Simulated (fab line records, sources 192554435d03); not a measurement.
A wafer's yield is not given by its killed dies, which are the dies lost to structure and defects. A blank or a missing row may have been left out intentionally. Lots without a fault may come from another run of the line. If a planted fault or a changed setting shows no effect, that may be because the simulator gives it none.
fab line records	flow n5Finfet
record lots=5	wafers=15	lastDay=16
route steps=1938 shown BEOL_M13@1687 BEOL_M14@1716 PASSIVATION@1936
lots that met no fault: from a run of the same line without faults
startH: hours from the record's opening day to when the first of the lot's shown wafers began	waitH: time in hours since the lot's previous step	" repeats the value in the row above	L1.1+2: several wafers, shown together as one row	- no value, or no start given	* or withheld: withheld	< > ~ a bound
route shown NAME@n: a module of which the file shows steps, and the number in the route of the first	usual: mean/standard deviation taken from wafers without a fault	same: alike in all rows	chamber/n: place in a boat	sites: each site's reading	_std_site: standard deviation of those values	_edge_site: inner sites' mean taken away from outer sites' mean	radiusMm: for every site, how far away it sits from the centre of the wafer	mask NAME#n: copy n	behind: the last tool/chamber to shape the wafer	hold: cause of the lot's hold/its duration in hours/its outcome	device: the transistor (n, p or np) that didn't switch	end of line: the same wafers' tests at the end of the route	a step without rows: its recipe alone	killed: dies that structure and defects cost at the first sort, which is not the same as the wafer's yield	map: per-die view of a wafer (x killed, . not killed, _ where there is no die)
set.NAME: the run value of the setting; set.NAME@STEP: its run value at that earlier step	model.NAME: the simulator's own value behind a step, which no gauge read
lots at some steps of the route; a table a step, a row a wafer
services: a tool's chamber out of use, with start hour (startH, from the record's first day; less than 0 if before it), hours out, and reason
## steps
# step N5_BEOL_M13_DEVELOP_27
# recipe developTimeS=45	rinseLiquid=diw	dry=airSpin	devTempC=21
# step N5_BEOL_M13_HARDBAKE_32
# recipe tempC=130	timeS=120
# step N5_BEOL_M13_CD_MEAS_28
# recipe targetCdNm=209.5	landingEnergyEv=500	detector=seInlens
# usual cdNm=209.4/1.2
lot.wafer	tool	chamber	startH	waitH	cdNm
L898.1	cdSem-03	0	288.86	-	208.5
L898.2	"	0	"	"	208.7
L898.6	"	0	"	"	208.3
L894.2	cdSem-03	0	300.52	-	209.1
L894.3	"	0	"	"	211.7
L894.4	"	0	"	"	210.3
L904.3	cdSem-03	0	310.06	-	208.5
L904.4	"	0	"	"	211.2
L904.5	"	0	"	"	210.1
L905.1	cdSem-01	0	312.50	-	209.5
L905.4	"	0	"	"	208.6
L905.5	"	0	"	"	210.3
L909.1	cdSem-01	0	355.95	-	211.3
L909.5	"	0	"	"	209.9
L909.6	"	0	"	"	210.1
# step N5_BEOL_M13_OVL_MEAS_29
# recipe pointsPerWafer=44
# usual M13_OVL=-1/5.5
lot.wafer	tool	chamber	startH	waitH	M13_OVL[nm]
L898.1	overlay-02	0	288.89	0.0	8
L898.2	"	0	"	"	10
L898.6	"	0	"	"	10
L894.2	overlay-02	0	300.55	0.0	8
L894.3	"	0	"	"	8
L894.4	"	0	"	"	1
L904.3	overlay-01	0	310.09	0.0	-14
L904.4	"	0	"	"	-8
L904.5	"	0	"	"	-6
L905.1	overlay-02	0	312.54	0.0	3
L905.4	"	0	"	"	-5
L905.5	"	0	"	"	-8
L909.1	overlay-02	0	355.98	0.0	0
L909.5	"	0	"	"	-1
L909.6	"	0	"	"	5
# step N5_BEOL_M13_INSPECT_30
# recipe mode=adi	inspectInstrument=macro
# usual rawDefectCount=2.1/1.3
lot.wafer	tool	chamber	startH	waitH	rawDefectCount
L898.1	defectInspect-01	-	288.92	0.0	2
L898.2	"	-	"	"	0
L898.6	"	-	"	"	0
L894.2	defectInspect-01	-	300.57	0.0	1
L894.3	"	-	"	"	4
L894.4	"	-	"	"	3
L904.3	defectInspect-02	-	310.12	0.0	2
L904.4	"	-	"	"	0
L904.5	"	-	"	"	1
L905.1	defectInspect-02	-	312.57	0.0	2
L905.4	"	-	"	"	3
L905.5	"	-	"	"	4
L909.1	defectInspect-02	-	356.01	0.0	2
L909.5	"	-	"	"	1
L909.6	"	-	"	"	2
# step N5_BEOL_M13_DESCUM_33
# recipe chemistry=O2	timeS=7.9	sourcePowerW=50	biasPowerW=20	pressureMtorr=20	rfFrequencyHz=2.712e+07	tempC=40	o2FlowSccm=225
# step N5_BEOL_M13_ETCH_67
# recipe chemistry=CF4	target=SiARC	targetDepthA=1430	timeS=238.3	ionEnergyEv=80	pressureMtorr=40	sourceW=545	biasW=36	Ar_flow_sccm=100	cf4FlowSccm=100	ends=cleared
# step N5_BEOL_M13_ETCH_68
# recipe chemistry=N2/H2	target=SOC	maskMaterial=SiARC	sourceW=3000	biasW=350	tempC=40	timeS=355	ionEnergyEv=200	pressureMtorr=30	n2FlowSccm=200	h2FlowSccm=200
# usual drypumpMotorCurrentA=5.9/0.36	oesProductAu=0.83/0.085	rfVppV=525.6/2.4	showerheadPlenumPTorr=2.61/0.077	tempC=40.01/0.11	throttleValvePct=17.74/0.22
lot.wafer	tool	chamber	startH	waitH	drypumpMotorCurrentA	oesProductAu	rfHoursCounterH	rfVppV	showerheadPlenumPTorr	tempC	throttleValvePct
L898.1	rieDiel-04	1	289.29	0.1	5.8	0.97	5	522.2	2.50	39.92	17.61
L898.2	"	3	"	"	5.4	0.80	97	525.3	2.58	40.09	17.63
L898.6	"	0	"	"	6.3	0.95	-	528.8	2.72	39.90	17.74
L894.2	rieDiel-02	1	300.89	0.1	5.9	0.71	185	524.6	2.53	39.91	18.15
L894.3	"	2	"	"	5.3	0.84	62	524.5	2.58	39.97	17.79
L894.4	"	0	"	"	6.5	0.98	6	527.6	2.70	40.08	17.55
L904.3	rieDiel-04	0	310.55	0.1	6.3	0.93	17	530.3	2.72	40.16	17.75
L904.4	"	3	"	"	5.4	0.81	103	525.3	2.57	40.16	17.67
L904.5	"	0	"	"	6.3	0.93	-	529.5	2.72	40.10	17.74
L905.1	rieDiel-06	3	313.16	0.1	5.9	0.80	108	521.8	2.46	40.17	18.27
L905.4	"	2	"	"	5.9	0.71	174	527.6	2.64	40.03	17.62
L905.5	"	1	"	"	6.0	0.92	-	528.5	2.69	40.00	17.66
L909.1	rieDiel-04	1	356.26	0.1	5.8	0.93	21	521.6	2.50	40.07	17.65
L909.5	"	3	"	"	5.4	0.77	-	524.7	2.57	39.93	17.69
L909.6	"	0	"	"	6.3	0.90	-	528.3	2.71	40.02	17.77
# step N5_BEOL_M13_STRIP_69
# recipe chemistry=N2/H2	tempC=40	n2FlowSccm=200	h2FlowSccm=200	rfFrequencyHz=6e+07
# step N5_BEOL_M13_TRENCH_ETCH_34
# recipe chemistry=C4F8/O2/Ar	target=SiOC	targetDepthA=4134.7	maskMaterial=SOC	pressureMtorr=30	sourceW=3000	biasW=700	Ar_flow_sccm=400	C4F8_flow_sccm=15	O2_flow_sccm=8	heInnerTorr=15	heOuterTorr=30	timeS=162.6	ionEnergyEv=250
# step N5_BEOL_M13_STRIP_70
# recipe chemistry=C4F8/O2/Ar	resist=SiARC	rfFrequencyHz=6e+07
# step N5_BEOL_M13_OCD_MEAS_35
# usual trenchDepthNm=413/7.4
lot.wafer	tool	chamber	startH	waitH	trenchDepthNm
L898.1	ocd-01	-	289.69	0.0	416
L898.2	"	-	"	"	419
L898.6	"	-	"	"	422
L894.2	ocd-02	-	301.28	0.0	404
L894.3	"	-	"	"	408
L894.4	"	-	"	"	427
L904.3	ocd-01	-	310.95	0.0	414
L904.4	"	-	"	"	412
L904.5	"	-	"	"	415
L905.1	ocd-01	-	313.56	0.0	406
L905.4	"	-	"	"	409
L905.5	"	-	"	"	414
L909.1	ocd-02	-	356.66	0.0	415
L909.5	"	-	"	"	415
L909.6	"	-	"	"	418
# step N5_BEOL_M13_STRIP_37
# recipe chemistry=N2/H2	powerW=1000	tempC=250	h2Frac=0.65	overashFraction=0.3	pressureMtorr=withheld	n2FlowSccm=1750	h2FlowSccm=3250
# usual drypumpMotorCurrentA=5.8/0.44	heaterPowerW=364/43	oesProductAu=0.785/0.011	tempC=250.00/0.2
lot.wafer	tool	chamber	startH	waitH	drypumpMotorCurrentA	heaterPowerW	oesProductAu	rfHoursCounterH	tempC
L898.1	plasmaAsher-01	0	289.77	0.1	5.7	287	0.780	129	250.13
L898.2	"	1	"	"	5.9	342	0.775	129	249.70
L898.6	"	1	"	"	6.0	346	0.786	-	250.22
L894.2	plasmaAsher-02	0	301.32	0.0	6.3	413	0.781	84	249.63
L894.3	"	0	"	"	6.3	391	0.786	-	250.17
L894.4	"	1	"	"	5.2	395	0.791	-	249.88
L904.3	plasmaAsher-02	0	311.01	0.1	6.3	413	0.793	-	249.75
L904.4	"	1	"	"	5.2	397	0.762	-	250.10
L904.5	"	0	"	"	6.4	408	0.763	-	250.10
L905.1	plasmaAsher-01	0	313.60	0.0	5.7	293	0.803	135	249.82
L905.4	"	0	"	"	5.7	292	0.777	-	249.91
L905.5	"	1	"	"	6.0	342	0.775	-	249.94
L909.1	plasmaAsher-02	0	356.70	0.0	6.3	393	0.770	94	250.35
L909.5	"	0	"	"	6.3	405	0.779	-	249.96
L909.6	"	1	"	"	5.2	382	0.789	-	250.19
# step N5_BEOL_M13_ETCH_38
# recipe chemistry=CF4/N2	target=SiCN	targetDepthA=675	taperDeg=2	timeS=71.9	ionEnergyEv=150	maskMaterial=SiO2	pressureMtorr=40	sourceW=430	biasW=70	Ar_flow_sccm=100	cf4FlowSccm=60	n2FlowSccm=60
# step N5_BEOL_M13_PRECLEAN_39
# recipe chemistry=residueRemover	timeS=60	tempC=40
# step N5_BEOL_M13_SRD_40
# recipe timeS=30	tempC=23	rinseLiquid=diw	dry=n2Spin	spinRpm=1500	dryTimeS=30
# step N5_BEOL_M13_DEGAS_41
# recipe ambient=vacuum	tempC=250	timeS=60
# step N5_BEOL_M13_PRE_CLEAN_42
# recipe gas=H2/He	timeS=30	tempC=250
# step N5_BEOL_M13_SPUTTER_43
# recipe material=TaN	targetThkA=150	tempC=50	biasV=168.6	powerW=15000	chamberPressurePa=0.12	timeS=24.19
# step N5_BEOL_M13_SPUTTER_44
# recipe material=Ta	targetThkA=100	tempC=50	biasV=80	powerW=15000	chamberPressurePa=0.07	timeS=16.13
# usual throttleValvePct=30.0/1
lot.wafer	tool	chamber	startH	waitH	throttleValvePct
L898.1	pvdSputter-03	-	296.40	0.0	29.8
L898.2	"	-	"	"	30.1
L898.6	"	-	"	"	28.4
L894.2	pvdSputter-02	-	302.29	0.0	28.9
L894.3	"	-	"	"	28.0
L894.4	"	-	"	"	29.8
L904.3	pvdSputter-03	-	311.94	0.0	30.3
L904.4	"	-	"	"	28.6
L904.5	"	-	"	"	30.3
L905.1	pvdSputter-01	-	315.52	0.0	29.3
L905.4	"	-	"	"	31.1
L905.5	"	-	"	"	30.5
L909.1	pvdSputter-03	-	357.26	0.0	30.2
L909.5	"	-	"	"	30.0
L909.6	"	-	"	"	30.3
# step N5_BEOL_M13_SPUTTER_45
# recipe material=Cu	targetThkA=800	tempC=-20	biasV=60	powerW=26000	chamberPressurePa=0.13	timeS=13.33
# usual throttleValvePct=29.9/0.98
lot.wafer	tool	chamber	startH	waitH	throttleValvePct
L898.1	pvdSputter-03	-	296.48	0.0	29.9
L898.2	"	-	"	"	30.3
L898.6	"	-	"	"	28.7
L894.2	pvdSputter-02	-	302.37	0.0	29.0
L894.3	"	-	"	"	28.1
L894.4	"	-	"	"	30.0
L904.3	pvdSputter-03	-	312.02	0.0	30.1
L904.4	"	-	"	"	28.6
L904.5	"	-	"	"	30.3
L905.1	pvdSputter-01	-	315.60	0.0	29.1
L905.4	"	-	"	"	30.6
L905.5	"	-	"	"	30.7
L909.1	pvdSputter-03	-	357.34	0.0	30.1
L909.5	"	-	"	"	29.9
L909.6	"	-	"	"	30.3
# step N5_BEOL_M13_ECD_47
# recipe material=Cu	targetThkA=9360
# step N5_BEOL_M13_ANNEAL_48
# recipe tempC=225	timeS=90	ambient=N2
# usual wafer_temp_C_max=225.91/0.28
lot.wafer	tool	chamber	startH	waitH	wafer_temp_C_max
L898.1	rtpAnneal-02	0	297.75	1.1	225.66
L898.2	"	0	"	"	225.76
L898.6	"	0	"	"	225.89
L894.2	rtpAnneal-01	0	302.70	0.2	226.18
L894.3	"	0	"	"	225.88
L894.4	"	0	"	"	226.04
L904.3	rtpAnneal-01	0	312.39	0.2	226.23
L904.4	"	0	"	"	225.93
L904.5	"	0	"	"	226.07
L905.1	rtpAnneal-01	0	316.37	0.6	226.20
L905.4	"	0	"	"	225.82
L905.5	"	0	"	"	226.12
L909.1	rtpAnneal-01	0	358.49	1.0	225.79
L909.5	"	0	"	"	226.25
L909.6	"	0	"	"	226.44
# step N5_BEOL_M13_CMP_49
# recipe stopOn=SiOC	tOverpolishS=17.1	downForcePsi=1	platenRpm=50	clearingPlatenDownForcePsi=1.5	clearingPlatenRpm=50	postCmpClean=cuAlkaline	targetThkNm=420	clearingPlatenPadVelocityMS=0.99484	padVelocityMS=0.99484
# step N5_BEOL_M13_THK_MEAS_50
# recipe thkMeasGauge=xrf	reads=Cu_of_BEOL_M13_ECD_47
# usual M13_THK=421/8.5
lot.wafer	tool	chamber	startH	waitH	M13_THK[nm]
L898.1	filmMetro-01	-	298.34	-	417
L898.2	"	-	"	"	418
L898.6	"	-	"	"	424
L894.2	filmMetro-02	-	303.28	-	415
L894.3	"	-	"	"	419
L894.4	"	-	"	"	439
L904.3	filmMetro-01	-	312.91	-	415
L904.4	"	-	"	"	414
L904.5	"	-	"	"	417
L905.1	filmMetro-02	-	316.96	-	420
L905.4	"	-	"	"	422
L905.5	"	-	"	"	428
L909.1	filmMetro-01	-	359.08	-	421
L909.5	"	-	"	"	414
L909.6	"	-	"	"	419
# step N5_BEOL_M13_PRE_CLEAN_52
# recipe gas=NH3	timeS=15	tempC=withheld	rfPowerW=300
# step N5_BEOL_M13_DEP_53
# recipe material=SiCN	targetThkA=500	tempC=withheld	precursor=3MS/NH3	pressureTorr=3	rfW=675	timeS=17.8
# step N5_BEOL_M13_RS_MEAS_54
# recipe thkMeasGauge=four-point-probe	reads=Cu_of_BEOL_M13_ECD_47+Ta_of_BEOL_M13_SPUTTER_44+TaN_of_BEOL_M13_SPUTTER_43
# usual M13_RS=0.0450/0.00083
lot.wafer	tool	chamber	startH	waitH	M13_RS[ohm/sq]
L898.1	filmMetro-02	-	298.47	0.0	0.0444
L898.2	"	-	"	"	0.0444
L898.6	"	-	"	"	0.0437
L894.2	filmMetro-01	-	303.41	0.1	0.0460
L894.3	"	-	"	"	0.0456
L894.4	"	-	"	"	0.0434
L904.3	filmMetro-02	-	313.07	0.1	0.0450
L904.4	"	-	"	"	0.0452
L904.5	"	-	"	"	0.0449
L905.1	filmMetro-02	-	317.09	0.0	0.0458
L905.4	"	-	"	"	0.0455
L905.5	"	-	"	"	0.0448
L909.1	filmMetro-01	-	359.21	0.0	0.0446
L909.5	"	-	"	"	0.0448
L909.6	"	-	"	"	0.0445
# step N5_BEOL_M14_ILD_DEP_00
# recipe material=SiO2	targetThkA=11193	tempC=400	precursor=TEOS/O2	pressureTorr=6.5	rfW=900	teosFlowSccm=161.4	gas=O2	flowSccm=2650	timeS=237.4
# usual heaterPowerW=559/110	showerheadPlenumPTorr=8.35/0.032	throttleValvePct=19.0/0.99
lot.wafer	tool	chamber	startH	waitH	heaterPowerW	showerheadPlenumPTorr	throttleValvePct
L898.1	pecvd-01	1	298.54	0.0	598	8.30	19.3
L898.2	"	2	"	"	466	8.33	18.5
L898.6	"	0	"	"	642	8.39	19.1
L894.2	pecvd-03	0	303.47	0.0	504	8.33	17.7
L894.3	"	1	"	"	744	8.36	18.3
L894.4	"	1	"	"	570	8.34	18.3
L904.3	pecvd-04	1	313.13	0.0	498	8.43	21.8
L904.4	"	1	"	"	367	8.42	21.7
L904.5	"	2	"	"	539	8.33	19.1
L905.1	pecvd-01	0	317.15	0.0	628	8.39	19.0
L905.4	"	2	"	"	524	8.34	18.7
L905.5	"	1	"	"	651	8.31	19.0
L909.1	pecvd-04	2	359.27	0.0	705	8.35	19.2
L909.5	"	2	"	"	645	8.33	19.1
L909.6	"	0	"	"	521	8.34	19.0
# step N5_BEOL_M14_THK_MEAS_01
# recipe reads=SiO2_of_BEOL_M14_ILD_DEP_00
# usual M14_ILD_THK=1112/15
lot.wafer	tool	chamber	startH	waitH	M14_ILD_THK[nm]
L898.1	filmMetro-01	-	298.72	0.1	1101
L898.2	"	-	"	"	1103
L898.6	"	-	"	"	1134
L894.2	filmMetro-01	-	303.66	0.1	1107
L894.3	"	-	"	"	1093
L894.4	"	-	"	"	1115
L904.3	filmMetro-02	-	313.32	0.1	1082
L904.4	"	-	"	"	1107
L904.5	"	-	"	"	1102
L905.1	filmMetro-02	-	317.34	0.1	1100
L905.4	"	-	"	"	1123
L905.5	"	-	"	"	1115
L909.1	filmMetro-01	-	359.54	0.2	1109
L909.5	"	-	"	"	1120
L909.6	"	-	"	"	1108
# step N5_BEOL_M14_COAT_58
# recipe resist=BARC	tempC=205	timeS=60	spinRpm=1500	resistThkNm=89
# step N5_BEOL_M14_COAT_04
# recipe spinRpm=1704	resistThkNm=800
# step N5_BEOL_M14_EBR_06
# recipe solvent=PGMEA	ebrWidthMm=1.5
# step N5_BEOL_M14_SOFTBAKE_05
# recipe tempC=130	timeS=60
# step N5_BEOL_M14_EXPOSE_07
# recipe maskId=V13	na=0.8	sourceShape=annular	sigmaInner=0.5	sigmaOuter=0.8	polarization=unpolarized	attpsmPhaseDeg=180	doseMj=57
# step N5_BEOL_M14_PEB_08
# recipe pebTempC=130	pebTimeS=90
# step N5_BEOL_M14_DEVELOP_09
# recipe developTimeS=45	rinseLiquid=diw	dry=airSpin	devTempC=21
# step N5_BEOL_M14_HARDBAKE_14
# recipe tempC=130	timeS=120
# step N5_BEOL_M14_CD_MEAS_10
# recipe targetCdNm=250	landingEnergyEv=500	detector=seInlens	polarity=opening
# usual cdNm=250.4/1.6
lot.wafer	tool	chamber	startH	waitH	cdNm
L898.1	cdSem-01	0	299.16	-	250.2
L898.2	"	0	"	"	248.4
L898.6	"	0	"	"	253.1
L894.2	cdSem-03	0	304.10	-	249.8
L894.3	"	0	"	"	249.7
L894.4	"	0	"	"	248.3
L904.3	cdSem-02	0	313.63	-	252.4
L904.4	"	0	"	"	253.1
L904.5	"	0	"	"	251.8
L905.1	cdSem-02	0	317.77	-	248.4
L905.4	"	0	"	"	249.3
L905.5	"	0	"	"	249.2
L909.1	cdSem-01	0	359.85	-	251.3
L909.5	"	0	"	"	250.2
L909.6	"	0	"	"	249.7
# step N5_BEOL_M14_OVL_MEAS_11
# recipe pointsPerWafer=44
# usual V13_OVL=-2/5.9
lot.wafer	tool	chamber	startH	waitH	V13_OVL[nm]
L898.1	overlay-01	0	299.19	0.0	-1
L898.2	"	0	"	"	1
L898.6	"	0	"	"	-1
L894.2	overlay-02	0	304.12	0.0	4
L894.3	"	0	"	"	1
L894.4	"	0	"	"	5
L904.3	overlay-01	0	313.66	0.0	-10
L904.4	"	0	"	"	-2
L904.5	"	0	"	"	-6
L905.1	overlay-01	0	317.80	0.0	-2
L905.4	"	0	"	"	-1
L905.5	"	0	"	"	-3
L909.1	overlay-02	0	359.88	0.0	-9
L909.5	"	0	"	"	-15
L909.6	"	0	"	"	-10
# step N5_PASSIVATION_PROBE_49
# usual defectLimitedYield=91.7/1.5	killed_at_M0_to_M3=32/10	killed_at_M4_up=14/5.3	killedAtContacts=13/5.7	killedAtFrontEnd=37/10	killedAtOther=3.3/2.5	killedDies=98/18	killedOpen=65/13	killedShort=31/7.5	sort_bin_5_function=4.9/0.91	sort_bin_6_memory=3.1/0.71	sort_bin_8_speed=0.00/0.017	sortNPass=1082/18
# same grossDies=1180	killedAtBackSide=0	sort_bin_4_leakage[%]=0
lot.wafer	tool	chamber	startH	waitH	defectLimitedYield[%]	killed_at_M0_to_M3	killed_at_M4_up	killedAtContacts	killedAtFrontEnd	killedAtOther	killedDies	killedOpen	killedShort	sort_bin_5_function[%]	sort_bin_6_memory[%]	sort_bin_8_speed[%]	sortNPass
L898.1	prober-01	-	322.50	0.0	91.8	39	18	6	32	2	97	67	26	4.4	3.1	0	1083
L898.2	prober-01	-	322.55	0.1	91.9	33	6	8	47	2	96	59	33	4.4	3.2	0	1084
L898.6	prober-01	-	322.75	0.3	90.4	30	16	6	58	3	113	73	38	5.5	3.3	0	1067
L894.2	prober-01	-	331.82	0.1	89.2	18	18	17	74	1	128	88	36	6.5	3.8	0	1052
L894.3	prober-01	-	331.87	0.1	91.7	41	16	10	30	1	98	66	31	4.8	3.3	0	1082
L894.4	prober-01	-	331.92	0.2	92.3	20	21	16	33	1	91	54	32	4.9	2.2	0	1089
L904.3	prober-02	-	337.10	0.1	89.6	30	14	33	40	6	123	83	35	5.8	3.6	0.17	1057
L904.4	prober-02	-	337.15	0.2	90.3	19	18	26	47	5	115	83	32	6.5	3.1	0	1065
L904.5	prober-02	-	337.20	0.2	89.7	39	24	20	34	4	121	91	26	5.1	4.7	0	1059
L905.1	prober-01	-	342.40	0.0	85.8	34	102	9	12	11	168	49	26	8.8	4.2	0	1012
L905.4	prober-01	-	342.55	0.2	83.6	34	107	11	35	6	193	62	34	9.7	5.1	0	987
L905.5	prober-01	-	342.60	0.2	91.7	30	9	10	42	7	98	61	32	4.7	3.2	0	1082
L909.1	prober-01	-	386.55	0.0	91.7	34	14	7	40	3	98	61	34	5.1	3.1	0	1082
L909.5	prober-01	-	386.75	0.2	92.5	29	10	4	42	3	88	52	31	4.2	2.7	0	1092
L909.6	prober-01	-	386.80	0.3	92.0	28	12	9	41	4	94	53	36	4.6	3.0	0	1086
# killed by level:class
L898.1 BEOL_M2:geometricParticle:open=19 BEOL_M4:geometricParticle:open=8 FIN_SAQP:geometricParticle:short=6 DUMMY_GATE:geometricParticle:open=6 BEOL_M0_SAQP:geometricParticle:short=5 BEOL_M1:geometricParticle:open=5 FIN_SAQP:geometricParticle:open=4 STI_FIN_REVEAL:geometricParticle:open=4
L898.2 FIN_SAQP:geometricParticle:short=12 FIN_SAQP:geometricParticle:open=10 BEOL_M1:geometricParticle:open=10 STI_FIN_REVEAL:geometricParticle:open=8 BEOL_M2:geometricParticle:open=8 MOL_CONTACT_COAG:geometricParticle:open=7 BEOL_M0_SAQP:geometricParticle:short=4 BEOL_M2:geometricParticle:short=4
L898.6 STI_FIN_REVEAL:geometricParticle:open=26 FIN_SAQP:geometricParticle:short=8 BEOL_M0_SAQP:geometricParticle:short=7 BEOL_M4:geometricParticle:open=7 BEOL_M2:geometricParticle:open=7 FIN_SAQP:geometricParticle:open=6 BEOL_M1:geometricParticle:open=6 STI_FIN_REVEAL:geometricParticle:short=4
L894.2 STI_FIN_REVEAL:geometricParticle:open=28 MOL_CONTACT_COAG:geometricParticle:open=13 FIN_SAQP:geometricParticle:open=11 DUMMY_GATE:geometricParticle:open=11 FIN_SAQP:geometricParticle:short=9 STI_FIN_REVEAL:geometricParticle:short=7 BEOL_M4:geometricParticle:open=7 MOL_CONTACT_COAG:geometricParticle:short=4
L894.3 BEOL_M0_SAQP:geometricParticle:open=13 BEOL_M1:geometricParticle:open=10 BEOL_M4:geometricParticle:open=9 FIN_SAQP:geometricParticle:open=7 DUMMY_GATE:geometricParticle:open=7 MOL_CONTACT_COAG:geometricParticle:open=7 BEOL_M0_SAQP:geometricParticle:short=7 DUMMY_GATE:geometricParticle:short=4
L894.4 MOL_CONTACT_COAG:geometricParticle:open=11 BEOL_M4:geometricParticle:open=10 STI_FIN_REVEAL:geometricParticle:open=6 STI_FIN_REVEAL:geometricParticle:short=5 MOL_CONTACT_COAG:geometricParticle:short=5 HKMG_FIN:areaEtch=5 BEOL_M0_SAQP:geometricParticle:short=4 BEOL_M0_SAQP:geometricParticle:open=4
L904.3 MOL_CONTACT_COAG:geometricParticle:open=28 BEOL_M3:geometricParticle:open=10 FIN_SAQP:geometricParticle:open=9 BEOL_M4:geometricParticle:open=9 BEOL_M0_SAQP:geometricParticle:short=8 DUMMY_GATE:geometricParticle:open=6 FIN_SAQP:geometricParticle:short=5 STI_FIN_REVEAL:geometricParticle:open=5
L904.4 MOL_CONTACT_COAG:geometricParticle:open=21 STI_FIN_REVEAL:geometricParticle:open=14 BEOL_M4:geometricParticle:open=10 FIN_SAQP:geometricParticle:open=7 BEOL_M1:geometricParticle:open=7 MOL_CONTACT_COAG:geometricParticle:short=5 BEOL_M3:geometricParticle:open=5 STI_FIN_REVEAL:geometricParticle:short=4
L904.5 BEOL_M4:geometricParticle:open=18 MOL_CONTACT_COAG:geometricParticle:open=15 BEOL_M3:geometricParticle:open=9 BEOL_M1:geometricParticle:open=8 BEOL_M2:geometricParticle:open=8 STI_FIN_REVEAL:geometricParticle:open=7 FIN_SAQP:geometricParticle:open=6 BEOL_M0_SAQP:geometricParticle:open=6
L905.1 BEOL_M13:unspecified=93 BEOL_M0_SAQP:geometricParticle:open=15 BEOL_M0_SAQP:geometricParticle:short=11 MOL_CONTACT_COAG:geometricParticle:open=7 BEOL_M5:geometricParticle:open=5 FIN_SAQP:geometricParticle:open=4 GATE_CUT:geometricParticle:short=4 BEOL_M3:geometricParticle:open=4
L905.4 BEOL_M13:unspecified=97 FIN_SAQP:geometricParticle:open=16 BEOL_M0_SAQP:geometricParticle:short=14 BEOL_M0_SAQP:geometricParticle:open=14 MOL_CONTACT_COAG:geometricParticle:open=9 BEOL_M4:geometricParticle:open=6 BEOL_M3:geometricParticle:open=5 FIN_SAQP:geometricParticle:short=4
L905.5 FIN_SAQP:geometricParticle:open=15 BEOL_M0_SAQP:geometricParticle:short=11 FIN_SAQP:geometricParticle:short=8 MOL_CONTACT_COAG:geometricParticle:open=8 BEOL_M0_SAQP:geometricParticle:open=7 STI_FIN_REVEAL:geometricParticle:open=5 BEOL_M2:geometricParticle:open=4 HKMG_FIN:areaEtch=4
L909.1 FIN_SAQP:geometricParticle:short=11 DUMMY_GATE:geometricParticle:open=9 FIN_SAQP:geometricParticle:open=7 MOL_CONTACT_COAG:geometricParticle:open=5 BEOL_M0_SAQP:geometricParticle:open=5 BEOL_M1:geometricParticle:open=5 BEOL_M2:geometricParticle:open=5 STI_FIN_REVEAL:geometricParticle:open=4
L909.5 FIN_SAQP:geometricParticle:short=13 FIN_SAQP:geometricParticle:open=10 BEOL_M0_SAQP:geometricParticle:open=9 BEOL_M2:geometricParticle:open=9 DUMMY_GATE:geometricParticle:open=5 BEOL_M0_SAQP:geometricParticle:short=5 MOL_CONTACT_COAG:geometricParticle:open=3 BEOL_M3:geometricParticle:open=3
L909.6 FIN_SAQP:geometricParticle:open=13 FIN_SAQP:geometricParticle:short=8 BEOL_M0_SAQP:geometricParticle:open=8 BEOL_M0_SAQP:geometricParticle:short=7 MOL_CONTACT_COAG:geometricParticle:open=6 STARTING-WAFER:geometricParticle:short=4 DUMMY_GATE:geometricParticle:open=3 MOL_CONTACT_COAG:geometricParticle:short=3
# map L905.4 (x killed, . not)
_________________.......x....________________
______________....x...x........._____________
___________.........x...x...x......__________
__________...........x.......x..xx.._________
________..x..........................._______
_______...........x...........xxxxx.xxx______
______.....x........x........xxxx...xxx._____
_____..x................x.xxxxxxxxxxxx.x.____
____.........................xxxxxxxx.xx..___
___......................x.x.xxxxxxxxxx....__
___......................x.xxxxxxxxxxxx.x..__
__..........................xxxxxxxx.xx..xx._
__.....x................xx..x.xxxxxxxx.x.x.._
_......x..x.....x...........x.x..xx.xx.....x.
_.........x..x.x..............x...xx.....x...
_.......x.......................xxx.....x....
_.....................x.x..xx.x..x.....x.....
_.........x..............x.......x...........
_...x.x.x....x........x.......x....x......x..
_x...............x.x..........x...xx.........
_.................................x..........
__...........x...................x.......x.._
__......x.................xx..x............._
___....x.............x.....................__
___......x...........................xx....__
____.....x.....................x..........___
_____......x.x......x..............x.....____
______..x.....x....x.......x......xx...._____
_______.x..............................______
________..x.............x.xx.........._______
__________x.x................x......_________
___________x...............x.x.....__________
______________x....x......x....._____________
_________________..x........x________________
# map L898.6 (x killed, . not)
_________________x...........________________
______________..........xx......_____________
___________.x.....x...x.....x.....x__________
__________.............x...x...x...._________
________...x........x....x..x.x......._______
_______..x...........xx............xx.x______
______..........................x......._____
_____.......xx...........................____
____.......x.............x...........x...x___
___x....x..................................__
___...x..........x..x.......x..............__
__........x................................x_
__.......x..................x........x......_
_.......x...............x..xx.x..............
_.................x.x.......x..........x.....
_....................xx..............x.......
_..x...x..........x..........................
_......................x......x.xx.....x.....
_...x...........x.................xx........x
_....x.......xx.........................x...x
_...x.xx.............................x.......
__......x..........x...................x...._
__x.....x...x........................x.....x_
___.x......................x...x...........__
___.......x.......x...x.................x..__
____.........x.x..x.......................___
_____..xx.........x.....x......x.........____
______...xx................x............_____
_______..............x.................______
________x................x............_______
__________..............x..........._________
___________......x........x.......x__________
______________.xx........x.xxx.._____________
_________________............________________
## services
tool	chamber	startH	hours	kind
rieDiel-02	0	265.89	-	clean
rieDiel-02	0	265.89	-	consumableReplace:focusRing
rieDiel-02	0	265.89	-	consumableReplace:showerhead
rieDiel-02	0	265.89	15.8	scheduledDown
rieDiel-02	0	265.89	15.8	ventCycle
pecvd-03	0	271.69	5.5	scheduledDown
pecvd-01	-	276.86	5.5	pm
rtpAnneal-01	-	293.98	2.9	pm
pecvd-04	1	295.10	2.1	scheduledDown
rieDiel-06	-	301.29	2.1	repair
pecvd-03	2	305.46	5.5	scheduledDown
pecvd-01	1	326.34	5.5	scheduledDown
pecvd-04	0	342.55	3.9	repair
pvdSputter-03	-	350.34	3.1	repair
rieDiel-02	-	350.76	0.6	repair
pecvd-04	0	351.59	2.1	scheduledDown
pecvd-04	1	355.05	5.5	scheduledDown
## key
firstSign step=N5_PASSIVATION_PROBE_49	reading=killed_at_M4_up	direction=up	sigmas=17	usual=14	struck=104
effect step=N5_PASSIVATION_PROBE_49	reading=killedDies	direction=up	sigmas=4.7	usual=98	struck=180
moreKillsBornAt N5_BEOL_M13_STRIP_37@plasmaAsher-01=190
metAt N5_BEOL_M13_STRIP_37
struckWafers L905.1,L905.4
onsetBetween 289.77 313.60
fault kind=chamberParticleSource	tool=plasmaAsher-01	chamber=0	onsetH=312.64	steps=N5_BEOL_M13_STRIP_37	ratePerVisitCm2=0.40618	endH=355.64
